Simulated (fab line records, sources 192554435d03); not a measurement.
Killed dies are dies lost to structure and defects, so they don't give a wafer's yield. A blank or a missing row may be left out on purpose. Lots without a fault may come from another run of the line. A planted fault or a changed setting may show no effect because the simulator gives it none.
A struck lot beside a sound one | flow n5_finfet | 14 steps out of a route of 1938
Sound: wafers L656.1, L656.2, L656.4. Struck: wafers L664.2, L664.6. (L664.1 of the same lot was not struck and is left out.) The cause comes at the end.
At each step with rows: each side's tool, then ch and its chambers, then its first start. Under that, the readings that differ: sound wafers | struck wafers | difference of the means | sigmas: that difference in standard deviations of wafers without a fault.
alike: readings whose means differ by less than 2 such deviations, and words and numbers that are the same on both sides. not compared: withheld readings, readings that some wafer has no value for, bounds like >300 that may hide the same value, and numbers for which the record gives no deviation and whose values overlap.
The two part at a step that has a row with sigmas, a row that says differs or no value, or rows on one side only. Numbers that don't overlap but have no deviation are shown without sigmas and don't part them. A reading that every wafer of one side lacks parts them only if that side has two wafers or more.

N5_HKMG_FIN_ETCHBACK_68: etches the open film in Cl2/Ar, stops on HfO2, target depth 0.5 nm.
  sound on rie_metal-02 ch 0,1, day 5 18:14; struck on rie_metal-02 ch 0,1, day 7 16:56
  alike: drypump_motor_current_A, mfc_ar_sccm, mfc_cl2_sccm, oes_product_au, throttle_valve_pct
  not compared: rf_hours_counter_h
then, 2 steps without rows for these wafers: N5_HKMG_FIN_STRIP_69 (strips in N2/H2, time 360 s); N5_HKMG_FIN_ALD_21 (deposits TiN, target thk 1.5 nm, pulse time 1 s, purge time 3 s).
N5_HKMG_FIN_ALD_72: deposits W, target thk 2 nm, pulse time 1 s, purge time 2 s.
  sound on cvd_w-01 ch 0,1, day 5 19:08; struck on cvd_w-01 ch 1, day 7 17:49
  alike: chamber_pressure_Torr, heater_power_outer_w, heater_power_w, precursor_pulse_height_rel
  not compared: since_wet_clean_h
N5_HKMG_FIN_W_FILL_22: material W, target thk 60 nm, time 18.2 s.
  sound on cvd_w-01 ch 0,1, day 5 19:11; struck on cvd_w-01 ch 1, day 7 17:53
  alike: chamber_pressure_Torr, heater_power_outer_w, heater_power_w, throttle_valve_pct
  not compared: since_wet_clean_h
then, 3 steps without rows for these wafers: N5_HKMG_FIN_PRECLEAN_83 (cleans in DIW, time 57.5 s); N5_HKMG_FIN_SRD_84 (dry time 32 s); N5_HKMG_FIN_CMP_23 (polishes, stops on SiNx, t overpolish 10 s, target thk 46.326 nm).
N5_HKMG_FIN_CMP_94: polishes, stops on SiNx, t overpolish 4.7 s, target thk 43.299 nm.
  sound on cmp-02 ch 0,1,2, day 5 19:47; struck on cmp-03 ch 0,1, day 7 18:28
  alike: motor_current_A
N5_HKMG_FIN_INSPECT_28: inspects for defects (darkfield).
  sound on defect_inspect-02, day 5 20:01; struck on defect_inspect-01, day 7 18:41
  alike: raw_defect_count
N5_GATE_CUT_ETCHBACK_00: etches W in SF6/Cl2.
  sound on rie_metal-01 ch 0,1, day 5 20:02; struck on rie_metal-01 ch 0,1, day 7 18:44
  alike: drypump_motor_current_A, mfc_cl2_sccm, oes_product_au, throttle_valve_pct
  not compared: rf_hours_counter_h
N5_GATE_CUT_ETCH_56: etches TiN in Cl2/Ar, target depth 21.6 nm.
  sound on rie_metal-01 ch 0,1, day 5 20:10; struck on rie_metal-01 ch 0,1, day 7 18:51
  reading                  | sound             | struck      | difference | sigmas
  oes_product_au (a.u.)    | 0.67 0.81 0.68    | 0.95 1.16   | +0.33      | +3
  model.etch.depth_nm (nm) | 21.51 21.13 21.65 | 36.81 36.12 | +15.04     |
  alike: drypump_motor_current_A, mfc_ar_sccm, mfc_cl2_sccm, throttle_valve_pct
  not compared: rf_hours_counter_h
then, 1 step without rows for these wafers: N5_GATE_CUT_ETCHBACK_30 (etches TiN in Cl2/Ar, target depth 3 nm).
-- the record jumps here: 4 days lie between the struck wafers' starts before and after (it left off in module GATE_CUT and takes up again in module BEOL_M4, whose first step shown is number 1111 of the route) --
N5_BEOL_M4_RC_MEAS_101:
  sound on prober-01 ch 0, day 9 23:17; struck on prober-02 ch 0, day 11 18:54
  reading       | sound       | struck  | difference | sigmas
  ION_N (uA/um) | 692 704 714 | 673 669 | -32        | -2
  alike: DIBL_N, DIBL_P, IOFF_N, IOFF_P, ION_P, SS_N, SS_P, VT_N, VT_P

WHERE THEY PART
First at N5_GATE_CUT_ETCH_56; last, within this record, at N5_BEOL_M4_RC_MEAS_101.

WHY: what the simulator had put in
Process parameter drift: rie_metal-01, from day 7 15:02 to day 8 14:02, at N5_GATE_CUT_ETCH_56. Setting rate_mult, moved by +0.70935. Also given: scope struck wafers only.
